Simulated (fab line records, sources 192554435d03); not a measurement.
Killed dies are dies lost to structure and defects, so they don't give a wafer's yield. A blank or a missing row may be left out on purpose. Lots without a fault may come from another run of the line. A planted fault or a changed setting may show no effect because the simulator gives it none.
Split-lot experiment | flow n5_finfet | 7 lots, 21 wafers read, on a route of 1938 steps

THE SPLIT
At N5_GATE_CUT_ALD_22 (deposits SiNx, target thk 16 nm, pulse time 1 s, ald cycles 320), the setting ald_cycles was moved away from the recipe's 320 on 5 of the 21 wafers read, by -13.4% to +16.3%. The other wafers ran this setting at the recipe's value.

The reading is taken at the split's own step.

THE READING
SiNx_of_GATE_CUT_ALD_22.thk_nm (the simulator's own value, which no gauge read), in nm, at N5_GATE_CUT_ALD_22 (deposits SiNx, target thk 16 nm, pulse time 1 s, ald cycles 320). The file gives no usual value for it.

wafer  | tool, chamber at the split | ald_cycles as run | against the recipe | SiNx_of_GATE_CUT_ALD_22.thk_nm, nm | against lot-mates on the recipe
L075.1 | ald_sin-02, 1,2            | 320               | recipe             | 16                                 | -
L075.2 | ald_sin-02, 1,2            | 320               | recipe             | 16                                 | -
L075.4 | ald_sin-02, 3              | 277               | -13.4%             | 13.8                               | -2.2
L078.2 | ald_sin-02, 0,1            | 320               | recipe             | 16                                 | -
L078.6 | ald_sin-02, 0,1            | 320               | recipe             | 16                                 | -
L078.5 | ald_sin-02, 0              | 370               | +15.6%             | 18.4                               | +2.4
L079.1 | ald_sin-01, 3              | 337               | +5.3%              | 17                                 | +1.0
L079.3 | ald_sin-01, 2,0            | 320               | recipe             | 16                                 | -
L079.4 | ald_sin-01, 2,0            | 320               | recipe             | 16                                 | -
L080.2 | ald_sin-02, 1,0,2          | 320               | recipe             | 16                                 | -
L080.3 | ald_sin-02, 1,0,2          | 320               | recipe             | 16                                 | -
L080.5 | ald_sin-02, 1,0,2          | 320               | recipe             | 16                                 | -
L082.3 | ald_sin-04, 1,0,2          | 320               | recipe             | 16                                 | -
L082.4 | ald_sin-04, 1,0,2          | 320               | recipe             | 16                                 | -
L082.5 | ald_sin-04, 1,0,2          | 320               | recipe             | 16                                 | -
L088.1 | ald_sin-04, 0              | 372               | +16.3%             | 18.6                               | +2.6
L088.5 | ald_sin-04, 0              | 372               | +16.3%             | 18.6                               | +2.6
L088.6 | ald_sin-04, 1              | 320               | recipe             | 16                                 | -
L089.1 | ald_sin-02, 1,1,2          | 320               | recipe             | 16                                 | -
L089.4 | ald_sin-02, 1,1,2          | 320               | recipe             | 16                                 | -
L089.6 | ald_sin-02, 1,1,2          | 320               | recipe             | 16                                 | -
Where a row lists several chambers, the file gives one row for several wafers and doesn't say which wafer went through which chamber.

THE FIT
A straight line over all 21 wafers: SiNx_of_GATE_CUT_ALD_22.thk_nm changes by +0.16 nm for each +1% of ald_cycles; r = +1.00; the points scatter about the line by 0.043 nm.
The same after taking each lot's own level away (the mean of its wafers on the recipe; 21 wafers): +0.16 nm for each +1%; r = +1.00; scatter 0.043 nm.
On that fit, the largest move of ald_cycles shifts the reading by 2.6 nm.
The lots' own levels span 16.00 to 16.00 nm.
So the lot-to-lot level changes the slope little: the two slopes agree.
Check: with one of the wafers moved furthest among these (+16.3%) left out of the fit, the line predicts +2.6 nm for it against its lot-mates. It came out at +2.6 nm against them.

OTHER SPLITS ON THESE WAFERS
These wafers also went through other splits before the reading. Each is held against what the fit with the lots' levels taken away leaves over:
other split on the same wafers     | wafers away from the commonest value | r with SiNx_of_GATE_CUT_ALD_22.thk_nm (lot level and that fit taken away)
N5_SD_EPI_N_PEB_07 peb_temp_c      | 6                                    | +0.00
N5_SD_EPI_N_ETCH_16 target_depth_a | 8                                    | -0.04
N5_SDB_COAT_05 spin_rpm            | 9                                    | -0.05
N5_HKMG_FIN_COAT_42 spin_rpm       | 12                                   | +0.17
N5_HKMG_FIN_EXPOSE_46 dose_mj      | 7                                    | -0.05

THE FILE'S OWN FIT
SiNx_of_GATE_CUT_ALD_22.thk_nm changes by +0.16 nm for each +1% of ald_cycles, r = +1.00.
